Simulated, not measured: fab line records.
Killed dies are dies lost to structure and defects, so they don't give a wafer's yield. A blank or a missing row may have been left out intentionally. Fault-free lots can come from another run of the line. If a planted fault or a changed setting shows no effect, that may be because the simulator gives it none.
The tool behind it: which one? / flow nand_harc / 24 lots with 72 wafers sampled at 6 steps, on a route of 1302 steps

WHAT THE GAUGES READ, wafer by wafer
NHARC_A_BONDPAD_THK_MEAS_30: measures by ellipsometry. Usual: 200.2 nm for thk_nm, sd 1.7.
lot=L074; measured=day 23 13:25; on=film_metro-02; thk_nm (nm)=199.9 199.4 199.2; flag=
lot=L075; measured=day 23 15:42; on=film_metro-02; thk_nm (nm)=200.1 199.2 199.5; flag=
lot=L078; measured=day 24 02:52; on=film_metro-01; thk_nm (nm)=201.7 198.4 200.4; flag=
lot=L076; measured=day 24 05:20; on=film_metro-01; thk_nm (nm)=199.8 200.9 198.9; flag=
lot=L077; measured=day 24 13:41; on=film_metro-02; thk_nm (nm)=199.0 201.7 201.0; flag=
lot=L079; measured=day 25 20:54; on=film_metro-01; thk_nm (nm)=199.0 202.7 199.6; flag=
lot=L080; measured=day 26 02:39; on=film_metro-01; thk_nm (nm)=200.2 200.1 196.3; flag=
lot=L081; measured=day 26 04:55; on=film_metro-01; thk_nm (nm)=201.6 202.3 202.0; flag=
lot=L082; measured=day 26 19:53; on=film_metro-01; thk_nm (nm)=201.4 202.5 199.3; flag=
lot=L083; measured=day 27 02:19; on=film_metro-01; thk_nm (nm)=199.2 197.7 200.3; flag=
lot=L084; measured=day 28 01:33; on=film_metro-02; thk_nm (nm)=202.6 204.6 200.9; flag=
lot=L087; measured=day 28 03:51; on=film_metro-01; thk_nm (nm)=202.0 203.0 199.8; flag=
lot=L085; measured=day 28 11:10; on=film_metro-02; thk_nm (nm)=197.8 201.7 198.6; flag=
lot=L086; measured=day 28 12:02; on=film_metro-02; thk_nm (nm)=201.3 199.9 200.6; flag=
lot=L088; measured=day 29 02:47; on=film_metro-01; thk_nm (nm)=198.8 200.4 201.9; flag=
lot=L089; measured=day 29 08:31; on=film_metro-02; thk_nm (nm)=197.4 200.3 201.2; flag=
lot=L090; measured=day 30 07:08; on=film_metro-02; thk_nm (nm)=199.4 200.2 199.6; flag=
lot=L092; measured=day 30 07:26; on=film_metro-02; thk_nm (nm)=201.5 205.3 203.9; flag=
lot=L091; measured=day 31 03:32; on=film_metro-01; thk_nm (nm)=200.1 199.8 198.4; flag=
lot=L093; measured=day 31 12:35; on=film_metro-01; thk_nm (nm)=200.9 201.0 200.4; flag=
lot=L095; measured=day 31 16:56; on=film_metro-01; thk_nm (nm)=198.8 199.7 201.5; flag=
lot=L094; measured=day 31 19:14; on=film_metro-02; thk_nm (nm)=198.5 200.3 198.4; flag=
lot=L096; measured=day 32 06:31; on=film_metro-02; thk_nm (nm)=197.7 200.2 202.8; flag=
lot=L097; measured=day 32 07:39; on=film_metro-02; thk_nm (nm)=198.5 198.8 198.8; flag=

NHARC_A_BONDPAD_INSPECT_23. Usual: 536 for raw_defect_count, sd 120.
lot=L074; measured=day 23 16:47; on=defect_inspect-01; raw_defect_count=584 471 510; flag=
lot=L075; measured=day 23 19:05; on=defect_inspect-01; raw_defect_count=661 638 473; flag=
lot=L078; measured=day 24 06:18; on=defect_inspect-02; raw_defect_count=603 685 511; flag=
lot=L076; measured=day 24 08:31; on=defect_inspect-02; raw_defect_count=414 358 325; flag=
lot=L077; measured=day 24 17:04; on=defect_inspect-01; raw_defect_count=422 291 420; flag=
lot=L079; measured=day 26 00:13; on=defect_inspect-02; raw_defect_count=644 538 483; flag=
lot=L080; measured=day 26 05:59; on=defect_inspect-02; raw_defect_count=703 556 561; flag=
lot=L081; measured=day 26 08:19; on=defect_inspect-01; raw_defect_count=464 470 566; flag=
lot=L082; measured=day 26 23:14; on=defect_inspect-01; raw_defect_count=477 648 469; flag=
lot=L083; measured=day 27 05:40; on=defect_inspect-02; raw_defect_count=728 718 884; flag=
lot=L084; measured=day 28 04:46; on=defect_inspect-01; raw_defect_count=409 386 382; flag=
lot=L087; measured=day 28 07:11; on=defect_inspect-02; raw_defect_count=628 737 615; flag=
lot=L085; measured=day 28 14:33; on=defect_inspect-02; raw_defect_count=511 506 351; flag=
lot=L086; measured=day 28 15:23; on=defect_inspect-01; raw_defect_count=503 534 589; flag=
lot=L088; measured=day 29 06:08; on=defect_inspect-02; raw_defect_count=560 739 494; flag=
lot=L089; measured=day 29 11:53; on=defect_inspect-01; raw_defect_count=419 430 479; flag=
lot=L090; measured=day 30 10:32; on=defect_inspect-02; raw_defect_count=559 531 503; flag=
lot=L092; measured=day 30 10:52; on=defect_inspect-02; raw_defect_count=720 716 646; flag=
lot=L091; measured=day 31 06:43; on=defect_inspect-01; raw_defect_count=433 408 618; flag=
lot=L093; measured=day 31 15:57; on=defect_inspect-02; raw_defect_count=609 523 573; flag=
lot=L095; measured=day 31 20:10; on=defect_inspect-01; raw_defect_count=495 691 473; flag=
lot=L094; measured=day 31 22:27; on=defect_inspect-02; raw_defect_count=565 578 433; flag=
lot=L096; measured=day 32 09:59; on=defect_inspect-01; raw_defect_count=571 488 421; flag=
lot=L097; measured=day 32 10:59; on=defect_inspect-01; raw_defect_count=488 469 642; flag=

EACH LOT AND THE TOOL THAT RAN IT (in order: tool; ch and the chambers of the sampled wafers; start)
lot=L074; NHARC_A_M1_ETCH_28=rie_diel-12 ch 0,1,2, day 23 12:08 or earlier; NHARC_A_M1_PRE_CLEAN_32=pecvd-03 ch 0,1,2, day 23 12:08; NHARC_A_BONDPAD_CMP_29=cmp-02 ch 0,2, day 23 13:12; NHARC_A_BONDPAD_ETCH_34=rie_diel-13 ch 1,3, day 23 14:17
lot=L075; NHARC_A_M1_ETCH_28=rie_diel-12 ch 1,2,3, day 23 14:23 or earlier; NHARC_A_M1_PRE_CLEAN_32=pecvd-02 ch 0,1, day 23 14:23; NHARC_A_BONDPAD_CMP_29=cmp-02 ch 0,3, day 23 15:27; NHARC_A_BONDPAD_ETCH_34=rie_diel-13 ch 1,2,3, day 23 16:34
lot=L078; NHARC_A_M1_ETCH_28=rie_diel-02 ch 0,2, day 24 01:35 or earlier; NHARC_A_M1_PRE_CLEAN_32=pecvd-02 ch 1,2, day 24 01:35; NHARC_A_BONDPAD_CMP_29=cmp-04 ch 0,1,3, day 24 02:37; NHARC_A_BONDPAD_ETCH_34=rie_diel-13 ch 1,3, day 24 03:44
lot=L076; NHARC_A_M1_ETCH_28=rie_diel-04 ch 1,2,3, day 24 04:03 or earlier; NHARC_A_M1_PRE_CLEAN_32=pecvd-02 ch 0,1,2, day 24 04:03; NHARC_A_BONDPAD_CMP_29=cmp-04 ch 0,1,2, day 24 05:05; NHARC_A_BONDPAD_ETCH_34=rie_diel-13 ch 1,2,3, day 24 06:04
lot=L077; NHARC_A_M1_ETCH_28=rie_diel-12 ch 0,1,3, day 24 12:23 or earlier; NHARC_A_M1_PRE_CLEAN_32=pecvd-02 ch 0,1,2, day 24 12:23; NHARC_A_BONDPAD_CMP_29=cmp-02 ch 0,1,3, day 24 13:26; NHARC_A_BONDPAD_ETCH_34=rie_diel-10 ch 0,2,3, day 24 14:28
lot=L079; NHARC_A_M1_ETCH_28=rie_diel-04 ch 0,2,3, day 25 19:38 or earlier; NHARC_A_M1_PRE_CLEAN_32=pecvd-03 ch 0,1,2, day 25 19:38; NHARC_A_BONDPAD_CMP_29=cmp-02 ch 2,3, day 25 20:41; NHARC_A_BONDPAD_ETCH_34=rie_diel-13 ch 0,1,2, day 25 21:46
lot=L080; NHARC_A_M1_ETCH_28=rie_diel-04 ch 0,1,3, day 26 01:21 or earlier; NHARC_A_M1_PRE_CLEAN_32=pecvd-01 ch 0,2, day 26 01:21; NHARC_A_BONDPAD_CMP_29=cmp-03 ch 0,1,2, day 26 02:24; NHARC_A_BONDPAD_ETCH_34=rie_diel-13 ch 1,2,3, day 26 03:31
lot=L081; NHARC_A_M1_ETCH_28=rie_diel-02 ch 0,1, day 26 03:37 or earlier; NHARC_A_M1_PRE_CLEAN_32=pecvd-03 ch 1,2, day 26 03:37; NHARC_A_BONDPAD_CMP_29=cmp-02 ch 0,1,2, day 26 04:41; NHARC_A_BONDPAD_ETCH_34=rie_diel-11 ch 2,3, day 26 05:46
lot=L082; NHARC_A_M1_ETCH_28=rie_diel-04 ch 0,2,3, day 26 18:35 or earlier; NHARC_A_M1_PRE_CLEAN_32=pecvd-03 ch 1,2, day 26 18:35; NHARC_A_BONDPAD_CMP_29=cmp-03 ch 0,1,3, day 26 19:41; NHARC_A_BONDPAD_ETCH_34=rie_diel-13 ch 0,3, day 26 20:44
lot=L083; NHARC_A_M1_ETCH_28=rie_diel-04 ch 0,1,2, day 27 01:01 or earlier; NHARC_A_M1_PRE_CLEAN_32=pecvd-02 ch 0,2, day 27 01:01; NHARC_A_BONDPAD_CMP_29=cmp-03 ch 0,2,3, day 27 02:04; NHARC_A_BONDPAD_ETCH_34=rie_diel-13 ch 1,2,3, day 27 03:10
lot=L084; NHARC_A_M1_ETCH_28=rie_diel-02 ch 1,2, day 28 00:16 or earlier; NHARC_A_M1_PRE_CLEAN_32=pecvd-03 ch 1,2, day 28 00:16; NHARC_A_BONDPAD_CMP_29=cmp-03 ch 0,2,3, day 28 01:20; NHARC_A_BONDPAD_ETCH_34=rie_diel-11 ch 0,1,3, day 28 02:18
lot=L087; NHARC_A_M1_ETCH_28=rie_diel-04 ch 2,3, day 28 02:34 or earlier; NHARC_A_M1_PRE_CLEAN_32=pecvd-03 ch 0,1,2, day 28 02:34; NHARC_A_BONDPAD_CMP_29=cmp-03 ch 0,1, day 28 03:38; NHARC_A_BONDPAD_ETCH_34=rie_diel-10 ch 0,1,3, day 28 04:44
lot=L085; NHARC_A_M1_ETCH_28=rie_diel-04 ch 0,1, day 28 09:52 or earlier; NHARC_A_M1_PRE_CLEAN_32=pecvd-03 ch 0,1, day 28 09:52; NHARC_A_BONDPAD_CMP_29=cmp-03 ch 0,2, day 28 10:55; NHARC_A_BONDPAD_ETCH_34=rie_diel-10 ch 1,2, day 28 12:04
lot=L086; NHARC_A_M1_ETCH_28=rie_diel-04 ch 2,3, day 28 10:44 or earlier; NHARC_A_M1_PRE_CLEAN_32=pecvd-01 ch 0,2, day 28 10:44; NHARC_A_BONDPAD_CMP_29=cmp-03 ch 1,2,3, day 28 11:50; NHARC_A_BONDPAD_ETCH_34=rie_diel-13 ch 0,2,3, day 28 12:55
lot=L088; NHARC_A_M1_ETCH_28=rie_diel-04 ch 0,1,2, day 29 01:31 or earlier; NHARC_A_M1_PRE_CLEAN_32=pecvd-03 ch 0,2, day 29 01:31; NHARC_A_BONDPAD_CMP_29=cmp-02 ch 0,3, day 29 02:34; NHARC_A_BONDPAD_ETCH_34=rie_diel-10 ch 1,2,3, day 29 03:40
lot=L089; NHARC_A_M1_ETCH_28=rie_diel-12 ch 1,3, day 29 07:15 or earlier; NHARC_A_M1_PRE_CLEAN_32=pecvd-02 ch 0,1, day 29 07:15; NHARC_A_BONDPAD_CMP_29=cmp-02 ch 0,1,2, day 29 08:17; NHARC_A_BONDPAD_ETCH_34=rie_diel-11 ch 0,2,3, day 29 09:23
lot=L090; NHARC_A_M1_ETCH_28=rie_diel-04 ch 2,3, day 30 04:28 or earlier; NHARC_A_M1_PRE_CLEAN_32=pecvd-02 ch 0,1,2, day 30 04:28; NHARC_A_BONDPAD_CMP_29=cmp-02 ch 0,1,2, day 30 06:58; NHARC_A_BONDPAD_ETCH_34=rie_diel-11 ch 0,2,3, day 30 08:05
lot=L092; NHARC_A_M1_ETCH_28=rie_diel-02 ch 0,1,3, day 30 06:10 or earlier; NHARC_A_M1_PRE_CLEAN_32=pecvd-01 ch 0,1, day 30 06:10; NHARC_A_BONDPAD_CMP_29=cmp-02 ch 1,2, day 30 07:11; NHARC_A_BONDPAD_ETCH_34=rie_diel-11 ch 0,2, day 30 08:18
lot=L091; NHARC_A_M1_ETCH_28=rie_diel-12 ch 0,1,3, day 31 02:15 or earlier; NHARC_A_M1_PRE_CLEAN_32=pecvd-03 ch 0,1,2, day 31 02:15; NHARC_A_BONDPAD_CMP_29=cmp-04 ch 1,2,3, day 31 03:17; NHARC_A_BONDPAD_ETCH_34=rie_diel-13 ch 0,2,3, day 31 04:16
lot=L093; NHARC_A_M1_ETCH_28=rie_diel-04 ch 2,3, day 31 11:21 or earlier; NHARC_A_M1_PRE_CLEAN_32=pecvd-02 ch 0,1,2, day 31 11:21; NHARC_A_BONDPAD_CMP_29=cmp-04 ch 1,2,3, day 31 12:25; NHARC_A_BONDPAD_ETCH_34=rie_diel-13 ch 2,3, day 31 13:28
lot=L095; NHARC_A_M1_ETCH_28=rie_diel-12 ch 0,1,2, day 31 15:30 or earlier; NHARC_A_M1_PRE_CLEAN_32=pecvd-01 ch 1,2, day 31 15:30; NHARC_A_BONDPAD_CMP_29=cmp-02 ch 0,1,2, day 31 16:41; NHARC_A_BONDPAD_ETCH_34=rie_diel-11 ch 0,1,3, day 31 17:41
lot=L094; NHARC_A_M1_ETCH_28=rie_diel-02 ch 0,3, day 31 17:56 or earlier; NHARC_A_M1_PRE_CLEAN_32=pecvd-02 ch 0,1,2, day 31 17:56; NHARC_A_BONDPAD_CMP_29=cmp-03 ch 0,3, day 31 19:00; NHARC_A_BONDPAD_ETCH_34=rie_diel-11 ch 1,2, day 31 19:58
lot=L096; NHARC_A_M1_ETCH_28=rie_diel-04 ch 0,3, day 32 05:14 or earlier; NHARC_A_M1_PRE_CLEAN_32=pecvd-01 ch 0,1, day 32 05:14; NHARC_A_BONDPAD_CMP_29=cmp-02 ch 0,1, day 32 06:16; NHARC_A_BONDPAD_ETCH_34=rie_diel-13 ch 1,3, day 32 07:24
lot=L097; NHARC_A_M1_ETCH_28=rie_diel-12 ch 2,3, day 32 06:20 or earlier; NHARC_A_M1_PRE_CLEAN_32=pecvd-01 ch 0,2, day 32 06:20; NHARC_A_BONDPAD_CMP_29=cmp-02 ch 0,3, day 32 07:24; NHARC_A_BONDPAD_ETCH_34=rie_diel-13 ch 0,2,3, day 32 08:31
- NHARC_A_M1_ETCH_28: etches the open film in CF4/N2, target depth 30 nm, time 72.99 s.
- NHARC_A_M1_PRE_CLEAN_32: time 12 s.
- NHARC_A_BONDPAD_CMP_29: polishes SiCN, target thk 200 nm.
- NHARC_A_BONDPAD_ETCH_34: etches the open film in N2/H2, target depth 60 nm, overetch 18 nm, time 65.91 s.

WHAT THE TOOLS THEMSELVES READ (means of the sampled wafers that have a number; where no wafer has one, the mark that the record gives instead)
NHARC_A_M1_ETCH_28. Usual: drypump_motor_current_A 5.3 A, standard deviation 0.38; oes_product_au 1.002 a.u., standard deviation 0.01; rf_vpp_V 313.8 V, standard deviation 1.8; showerhead_plenum_p_Torr 2.60 Torr, standard deviation 0.093; throttle_valve_pct 19.795 %, standard deviation 0.0089.
lot=L074; tool=rie_diel-12; drypump_motor_current_A (A)=5.3; oes_product_au (a.u.)=1.002; rf_vpp_V (V)=314.6; showerhead_plenum_p_Torr (Torr)=2.62; throttle_valve_pct (%)=19.787; flag=
lot=L075; tool=rie_diel-12; drypump_motor_current_A (A)=5.3; oes_product_au (a.u.)=1.001; rf_vpp_V (V)=314.1; showerhead_plenum_p_Torr (Torr)=2.62; throttle_valve_pct (%)=19.791; flag=
lot=L078; tool=rie_diel-02; drypump_motor_current_A (A)=5.9; oes_product_au (a.u.)=0.996; rf_vpp_V (V)=314.5; showerhead_plenum_p_Torr (Torr)=2.68; throttle_valve_pct (%)=19.794; flag=
lot=L076; tool=rie_diel-04; drypump_motor_current_A (A)=5.1; oes_product_au (a.u.)=0.992; rf_vpp_V (V)=314.9; showerhead_plenum_p_Torr (Torr)=2.60; throttle_valve_pct (%)=19.793; flag=
lot=L077; tool=rie_diel-12; drypump_motor_current_A (A)=5.5; oes_product_au (a.u.)=1.001; rf_vpp_V (V)=314.2; showerhead_plenum_p_Torr (Torr)=2.60; throttle_valve_pct (%)=19.786; flag=
lot=L079; tool=rie_diel-04; drypump_motor_current_A (A)=5.3; oes_product_au (a.u.)=1.000; rf_vpp_V (V)=313.2; showerhead_plenum_p_Torr (Torr)=2.57; throttle_valve_pct (%)=19.796; flag=
lot=L080; tool=rie_diel-04; drypump_motor_current_A (A)=5.2; oes_product_au (a.u.)=1.001; rf_vpp_V (V)=311.5; showerhead_plenum_p_Torr (Torr)=2.51; throttle_valve_pct (%)=19.803; flag=
lot=L081; tool=rie_diel-02; drypump_motor_current_A (A)=5.8; oes_product_au (a.u.)=1.000; rf_vpp_V (V)=316.1; showerhead_plenum_p_Torr (Torr)=2.71; throttle_valve_pct (%)=19.796; flag=
lot=L082; tool=rie_diel-04; drypump_motor_current_A (A)=5.3; oes_product_au (a.u.)=1.002; rf_vpp_V (V)=313.3; showerhead_plenum_p_Torr (Torr)=2.57; throttle_valve_pct (%)=19.801; flag=
lot=L083; tool=rie_diel-04; drypump_motor_current_A (A)=5.1; oes_product_au (a.u.)=1.005; rf_vpp_V (V)=313.2; showerhead_plenum_p_Torr (Torr)=2.55; throttle_valve_pct (%)=19.790; flag=
lot=L084; tool=rie_diel-02; drypump_motor_current_A (A)=6.2; oes_product_au (a.u.)=1.001; rf_vpp_V (V)=314.2; showerhead_plenum_p_Torr (Torr)=2.65; throttle_valve_pct (%)=19.796; flag=
lot=L087; tool=rie_diel-04; drypump_motor_current_A (A)=5.2; oes_product_au (a.u.)=1.004; rf_vpp_V (V)=314.1; showerhead_plenum_p_Torr (Torr)=2.66; throttle_valve_pct (%)=19.796; flag=
lot=L085; tool=rie_diel-04; drypump_motor_current_A (A)=5.2; oes_product_au (a.u.)=1.010; rf_vpp_V (V)=312.1; showerhead_plenum_p_Torr (Torr)=2.46; throttle_valve_pct (%)=19.793; flag=
lot=L086; tool=rie_diel-04; drypump_motor_current_A (A)=5.2; oes_product_au (a.u.)=1.004; rf_vpp_V (V)=314.4; showerhead_plenum_p_Torr (Torr)=2.66; throttle_valve_pct (%)=19.792; flag=
lot=L088; tool=rie_diel-04; drypump_motor_current_A (A)=5.1; oes_product_au (a.u.)=1.013; rf_vpp_V (V)=313.3; showerhead_plenum_p_Torr (Torr)=2.55; throttle_valve_pct (%)=19.802; flag=
lot=L089; tool=rie_diel-12; drypump_motor_current_A (A)=5.5; oes_product_au (a.u.)=1.004; rf_vpp_V (V)=313.5; showerhead_plenum_p_Torr (Torr)=2.55; throttle_valve_pct (%)=19.789; flag=
lot=L090; tool=rie_diel-04; drypump_motor_current_A (A)=5.3; oes_product_au (a.u.)=0.998; rf_vpp_V (V)=314.0; showerhead_plenum_p_Torr (Torr)=2.62; throttle_valve_pct (%)=19.801; flag=
lot=L092; tool=rie_diel-02; drypump_motor_current_A (A)=5.5; oes_product_au (a.u.)=0.991; rf_vpp_V (V)=315.6; showerhead_plenum_p_Torr (Torr)=2.68; throttle_valve_pct (%)=19.799; flag=
lot=L091; tool=rie_diel-12; drypump_motor_current_A (A)=5.5; oes_product_au (a.u.)=1.000; rf_vpp_V (V)=314.3; showerhead_plenum_p_Torr (Torr)=2.60; throttle_valve_pct (%)=19.795; flag=
lot=L093; tool=rie_diel-04; drypump_motor_current_A (A)=5.2; oes_product_au (a.u.)=1.002; rf_vpp_V (V)=315.1; showerhead_plenum_p_Torr (Torr)=2.66; throttle_valve_pct (%)=19.803; flag=
lot=L095; tool=rie_diel-12; drypump_motor_current_A (A)=5.3; oes_product_au (a.u.)=1.010; rf_vpp_V (V)=314.1; showerhead_plenum_p_Torr (Torr)=2.62; throttle_valve_pct (%)=19.800; flag=
lot=L094; tool=rie_diel-02; drypump_motor_current_A (A)=5.2; oes_product_au (a.u.)=1.007; rf_vpp_V (V)=314.0; showerhead_plenum_p_Torr (Torr)=2.64; throttle_valve_pct (%)=19.798; flag=
lot=L096; tool=rie_diel-04; drypump_motor_current_A (A)=5.5; oes_product_au (a.u.)=1.012; rf_vpp_V (V)=313.0; showerhead_plenum_p_Torr (Torr)=2.54; throttle_valve_pct (%)=19.795; flag=
lot=L097; tool=rie_diel-12; drypump_motor_current_A (A)=5.0; oes_product_au (a.u.)=0.997; rf_vpp_V (V)=315.3; showerhead_plenum_p_Torr (Torr)=2.69; throttle_valve_pct (%)=19.795; flag=

NHARC_A_M1_PRE_CLEAN_32. Usual: 640 W for heater_power_w, sd 85.
lot=L074; tool=pecvd-03; heater_power_w (W)=610; flag=
lot=L075; tool=pecvd-02; heater_power_w (W)=600; flag=
lot=L078; tool=pecvd-02; heater_power_w (W)=701; flag=
lot=L076; tool=pecvd-02; heater_power_w (W)=642; flag=
lot=L077; tool=pecvd-02; heater_power_w (W)=657; flag=
lot=L079; tool=pecvd-03; heater_power_w (W)=625; flag=
lot=L080; tool=pecvd-01; heater_power_w (W)=638; flag=
lot=L081; tool=pecvd-03; heater_power_w (W)=663; flag=
lot=L082; tool=pecvd-03; heater_power_w (W)=582; flag=
lot=L083; tool=pecvd-02; heater_power_w (W)=633; flag=
lot=L084; tool=pecvd-03; heater_power_w (W)=602; flag=
lot=L087; tool=pecvd-03; heater_power_w (W)=605; flag=
lot=L085; tool=pecvd-03; heater_power_w (W)=611; flag=
lot=L086; tool=pecvd-01; heater_power_w (W)=616; flag=
lot=L088; tool=pecvd-03; heater_power_w (W)=660; flag=
lot=L089; tool=pecvd-02; heater_power_w (W)=579; flag=
lot=L090; tool=pecvd-02; heater_power_w (W)=595; flag=
lot=L092; tool=pecvd-01; heater_power_w (W)=771; flag=
lot=L091; tool=pecvd-03; heater_power_w (W)=592; flag=
lot=L093; tool=pecvd-02; heater_power_w (W)=639; flag=
lot=L095; tool=pecvd-01; heater_power_w (W)=635; flag=
lot=L094; tool=pecvd-02; heater_power_w (W)=594; flag=
lot=L096; tool=pecvd-01; heater_power_w (W)=773; flag=
lot=L097; tool=pecvd-01; heater_power_w (W)=639; flag=

NHARC_A_BONDPAD_CMP_29. Usual: 11.5 A for motor_current_A, sd 0.83.
lot=L074; tool=cmp-02; motor_current_A (A)=11.3; flag=
lot=L075; tool=cmp-02; motor_current_A (A)=11.5; flag=
lot=L078; tool=cmp-04; motor_current_A (A)=11.9; flag=
lot=L076; tool=cmp-04; motor_current_A (A)=12.8; flag=
lot=L077; tool=cmp-02; motor_current_A (A)=11.8; flag=
lot=L079; tool=cmp-02; motor_current_A (A)=10.8; flag=
lot=L080; tool=cmp-03; motor_current_A (A)=11.4; flag=
lot=L081; tool=cmp-02; motor_current_A (A)=11.5; flag=
lot=L082; tool=cmp-03; motor_current_A (A)=11.2; flag=
lot=L083; tool=cmp-03; motor_current_A (A)=11.2; flag=
lot=L084; tool=cmp-03; motor_current_A (A)=11.3; flag=
lot=L087; tool=cmp-03; motor_current_A (A)=11.1; flag=
lot=L085; tool=cmp-03; motor_current_A (A)=12.1; flag=
lot=L086; tool=cmp-03; motor_current_A (A)=11.2; flag=
lot=L088; tool=cmp-02; motor_current_A (A)=12.0; flag=
lot=L089; tool=cmp-02; motor_current_A (A)=12.1; flag=
lot=L090; tool=cmp-02; motor_current_A (A)=11.4; flag=
lot=L092; tool=cmp-02; motor_current_A (A)=10.9; flag=
lot=L091; tool=cmp-04; motor_current_A (A)=11.7; flag=
lot=L093; tool=cmp-04; motor_current_A (A)=11.6; flag=
lot=L095; tool=cmp-02; motor_current_A (A)=11.2; flag=
lot=L094; tool=cmp-03; motor_current_A (A)=11.3; flag=
lot=L096; tool=cmp-02; motor_current_A (A)=11.5; flag=
lot=L097; tool=cmp-02; motor_current_A (A)=12.0; flag=

NHARC_A_BONDPAD_ETCH_34. Usual: drypump_motor_current_A 5.6 A, standard deviation 0.45; oes_product_au 0.997 a.u., standard deviation 0.012; rf_vpp_V 431.0 V, standard deviation 2.5; showerhead_plenum_p_Torr 2.06 Torr, standard deviation 0.088; throttle_valve_pct 14.172 %, standard deviation 0.01.
lot=L074; tool=rie_diel-13; drypump_motor_current_A (A)=5.4; oes_product_au (a.u.)=1.001; rf_vpp_V (V)=432.3; showerhead_plenum_p_Torr (Torr)=2.12; throttle_valve_pct (%)=14.165; flag=
lot=L075; tool=rie_diel-13; drypump_motor_current_A (A)=5.5; oes_product_au (a.u.)=0.993; rf_vpp_V (V)=431.8; showerhead_plenum_p_Torr (Torr)=2.11; throttle_valve_pct (%)=14.168; flag=
lot=L078; tool=rie_diel-13; drypump_motor_current_A (A)=5.5; oes_product_au (a.u.)=0.997; rf_vpp_V (V)=431.2; showerhead_plenum_p_Torr (Torr)=2.05; throttle_valve_pct (%)=14.162; flag=
lot=L076; tool=rie_diel-13; drypump_motor_current_A (A)=5.5; oes_product_au (a.u.)=0.988; rf_vpp_V (V)=432.8; showerhead_plenum_p_Torr (Torr)=2.11; throttle_valve_pct (%)=14.167; flag=
lot=L077; tool=rie_diel-10; drypump_motor_current_A (A)=5.4; oes_product_au (a.u.)=0.997; rf_vpp_V (V)=431.5; showerhead_plenum_p_Torr (Torr)=2.07; throttle_valve_pct (%)=14.170; flag=
lot=L079; tool=rie_diel-13; drypump_motor_current_A (A)=5.7; oes_product_au (a.u.)=0.994; rf_vpp_V (V)=431.5; showerhead_plenum_p_Torr (Torr)=2.07; throttle_valve_pct (%)=14.177; flag=
lot=L080; tool=rie_diel-13; drypump_motor_current_A (A)=5.6; oes_product_au (a.u.)=0.992; rf_vpp_V (V)=432.5; showerhead_plenum_p_Torr (Torr)=2.11; throttle_valve_pct (%)=14.167; flag=
lot=L081; tool=rie_diel-11; drypump_motor_current_A (A)=5.7; oes_product_au (a.u.)=1.002; rf_vpp_V (V)=430.5; showerhead_plenum_p_Torr (Torr)=2.04; throttle_valve_pct (%)=14.173; flag=
lot=L082; tool=rie_diel-13; drypump_motor_current_A (A)=5.5; oes_product_au (a.u.)=0.987; rf_vpp_V (V)=432.4; showerhead_plenum_p_Torr (Torr)=2.10; throttle_valve_pct (%)=14.175; flag=
lot=L083; tool=rie_diel-13; drypump_motor_current_A (A)=5.5; oes_product_au (a.u.)=0.989; rf_vpp_V (V)=432.1; showerhead_plenum_p_Torr (Torr)=2.11; throttle_valve_pct (%)=14.165; flag=
lot=L084; tool=rie_diel-11; drypump_motor_current_A (A)=5.5; oes_product_au (a.u.)=1.009; rf_vpp_V (V)=430.1; showerhead_plenum_p_Torr (Torr)=2.04; throttle_valve_pct (%)=14.180; flag=
lot=L087; tool=rie_diel-10; drypump_motor_current_A (A)=5.5; oes_product_au (a.u.)=0.996; rf_vpp_V (V)=429.6; showerhead_plenum_p_Torr (Torr)=2.01; throttle_valve_pct (%)=14.168; flag=
lot=L085; tool=rie_diel-10; drypump_motor_current_A (A)=6.3; oes_product_au (a.u.)=0.998; rf_vpp_V (V)=431.7; showerhead_plenum_p_Torr (Torr)=2.05; throttle_valve_pct (%)=14.177; flag=
lot=L086; tool=rie_diel-13; drypump_motor_current_A (A)=5.5; oes_product_au (a.u.)=0.988; rf_vpp_V (V)=432.1; showerhead_plenum_p_Torr (Torr)=2.13; throttle_valve_pct (%)=14.168; flag=
lot=L088; tool=rie_diel-10; drypump_motor_current_A (A)=5.7; oes_product_au (a.u.)=0.992; rf_vpp_V (V)=430.1; showerhead_plenum_p_Torr (Torr)=2.05; throttle_valve_pct (%)=14.169; flag=
lot=L089; tool=rie_diel-11; drypump_motor_current_A (A)=6.0; oes_product_au (a.u.)=1.006; rf_vpp_V (V)=430.3; showerhead_plenum_p_Torr (Torr)=2.00; throttle_valve_pct (%)=14.172; flag=
lot=L090; tool=rie_diel-11; drypump_motor_current_A (A)=5.9; oes_product_au (a.u.)=1.014; rf_vpp_V (V)=429.5; showerhead_plenum_p_Torr (Torr)=1.99; throttle_valve_pct (%)=14.168; flag=
lot=L092; tool=rie_diel-11; drypump_motor_current_A (A)=6.2; oes_product_au (a.u.)=1.011; rf_vpp_V (V)=427.4; showerhead_plenum_p_Torr (Torr)=1.95; throttle_valve_pct (%)=14.170; flag=
lot=L091; tool=rie_diel-13; drypump_motor_current_A (A)=5.5; oes_product_au (a.u.)=0.991; rf_vpp_V (V)=432.6; showerhead_plenum_p_Torr (Torr)=2.13; throttle_valve_pct (%)=14.159; flag=
lot=L093; tool=rie_diel-13; drypump_motor_current_A (A)=5.4; oes_product_au (a.u.)=0.990; rf_vpp_V (V)=434.6; showerhead_plenum_p_Torr (Torr)=2.17; throttle_valve_pct (%)=14.180; flag=
lot=L095; tool=rie_diel-11; drypump_motor_current_A (A)=5.5; oes_product_au (a.u.)=1.007; rf_vpp_V (V)=431.0; showerhead_plenum_p_Torr (Torr)=2.03; throttle_valve_pct (%)=14.160; flag=
lot=L094; tool=rie_diel-11; drypump_motor_current_A (A)=6.2; oes_product_au (a.u.)=1.020; rf_vpp_V (V)=426.9; showerhead_plenum_p_Torr (Torr)=1.92; throttle_valve_pct (%)=14.169; flag=
lot=L096; tool=rie_diel-13; drypump_motor_current_A (A)=5.6; oes_product_au (a.u.)=0.998; rf_vpp_V (V)=430.9; showerhead_plenum_p_Torr (Torr)=2.05; throttle_valve_pct (%)=14.171; flag=
lot=L097; tool=rie_diel-13; drypump_motor_current_A (A)=5.5; oes_product_au (a.u.)=0.991; rf_vpp_V (V)=433.0; showerhead_plenum_p_Torr (Torr)=2.13; throttle_valve_pct (%)=14.172; flag=

THE ANSWER, worked out from the rows above alone
Rule: a lot counts as off when the mean over its wafers that have a number is more than 3 standard deviations away from the usual mean. A lot without any number at a reading at which 4 lots or more have one is off too. All remaining lots with rows at the step are treated as sound. After the gauges, taken in route order, come the tools' own readings; for these a lot's mean is taken, as printed above. The first step at which some lot is off is used, and at that step the reading that is off furthest; a lot without a number counts as furthest.
No lot is off at any reading shown: from this, nothing can be told.

WHAT WAS PUT IN BY THE SIMULATOR
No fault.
